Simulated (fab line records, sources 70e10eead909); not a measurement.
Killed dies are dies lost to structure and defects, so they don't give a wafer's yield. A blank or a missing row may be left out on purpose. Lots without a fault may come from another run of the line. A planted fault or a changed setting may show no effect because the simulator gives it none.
A struck lot beside a sound one | flow nand_harc | 14 steps out of a route of 1302
Sound: wafers L368.2, L368.5, L368.6. Struck: wafers L383.2, L383.3, L383.5. The cause comes at the end.
At each step with rows: each side's tool, then ch and its chambers, then its first start. Under that, the readings that differ: sound wafers | struck wafers | difference of the means | sigmas: that difference in standard deviations of wafers without a fault.
alike: readings whose means differ by less than 2 such deviations, and words and numbers that are the same on both sides. not compared: withheld readings, readings that some wafer has no value for, bounds like >300 that may hide the same value, and numbers for which the record gives no deviation and whose values overlap.
The two part at a step that has a row with sigmas, a row that says differs or no value, or rows on one side only. Numbers that don't overlap but have no deviation are shown without sigmas and don't part them. A reading that every wafer of one side lacks parts them only if that side has two wafers or more.

NHARC_A_BLC_OVL_MEAS_11:
  sound on overlay-02, day 22 14:50; struck on overlay-01, day 28 22:55
  alike: overlay_x_nm, overlay_y_nm
NHARC_A_BLC_INSPECT_12:
  sound on defect_inspect-01, day 22 14:52; struck on defect_inspect-01, day 28 22:58
  alike: raw_defect_count
NHARC_A_BLC_DESCUM_15: chemistry O2, time 3 s.
  sound on rie_diel-11 ch 0,3, day 22 14:56; struck on rie_diel-02 ch 0,2,3, day 28 23:01
  alike: chamber_pressure_mTorr, drypump_motor_current_A, oes_product_au, rf_vpp_V, showerhead_plenum_p_Torr, throttle_valve_pct
  not compared: rf_hours_counter_h
NHARC_A_BLC_ETCH_16: etches the open film in CF4, target depth 39 nm, time 65 s.
  sound on rie_diel-11 ch 2,3, day 22 15:02; struck on rie_diel-02 ch 0,1,2, day 28 23:07
  alike: chamber_pressure_mTorr, drypump_motor_current_A, oes_product_au, rf_vpp_V, showerhead_plenum_p_Torr, throttle_valve_pct
  not compared: rf_hours_counter_h
then, 1 step without rows for these wafers: NHARC_A_BLC_ETCH_17 (etches the open film in N2/H2, target depth 390 nm, time 609.38 s).
NHARC_A_BLC_ETCH_18: etches the open film in C4F8/O2/Ar, target depth 910 nm.
  sound on rie_diel-11 ch 0,1,3; struck on rie_diel-02 ch 1,2,3
  alike: chamber_pressure_mTorr, oes_product_au, rf_vpp_V
  not compared: rf_hours_counter_h
NHARC_A_BLC_CD_MEAS_19:
  sound on cd_sem-01, day 22 15:54; struck on cd_sem-02, day 28 23:59
  alike: cd_nm
then, 1 step without rows for these wafers: NHARC_A_BLC_STRIP_29 (strips in CF4).
NHARC_A_BLC_STRIP_21: strips in O2.
  sound on rie_diel-11 ch 0,2,3, day 22 16:07; struck on rie_diel-09 ch 0,2, day 29 00:11
  alike: chamber_pressure_mTorr, drypump_motor_current_A, oes_product_au, rf_vpp_V, showerhead_plenum_p_Torr, throttle_valve_pct
  not compared: rf_hours_counter_h
then, 1 step without rows for these wafers: NHARC_A_BLC_STRIP_22 (strips in post etch residue remover, time 600 s).
NHARC_A_BLC_DEGAS_30: time 60 s.
  sound on pvd_sputter-02, day 22 16:31; struck on pvd_sputter-01, day 29 00:36
  alike: heater_power_w
then, 1 step without rows for these wafers: NHARC_A_BLC_PRE_CLEAN_31 (time 15 s).
NHARC_A_BLC_PVD_32: deposits Ti, target thk 5 nm, time 17.7 s.
  sound on pvd_sputter-02, day 22 16:38; struck on pvd_sputter-01, day 29 00:44
  no value came back on the struck wafers for cathode_dc_power_W (W), chamber_pressure_pa (Pa), throttle_valve_pct (%); on the sound wafers cathode_dc_power_W (W) reads 4999.7 5000.2 5000.6
then, 1 step without rows for these wafers: NHARC_A_BLC_ALD_23 (deposits TiN, target thk 3 nm, pulse time 1 s, ald cycles 150).

WHERE THEY PART
Only at NHARC_A_BLC_PVD_32, within this record.

WHY: what the simulator had put in
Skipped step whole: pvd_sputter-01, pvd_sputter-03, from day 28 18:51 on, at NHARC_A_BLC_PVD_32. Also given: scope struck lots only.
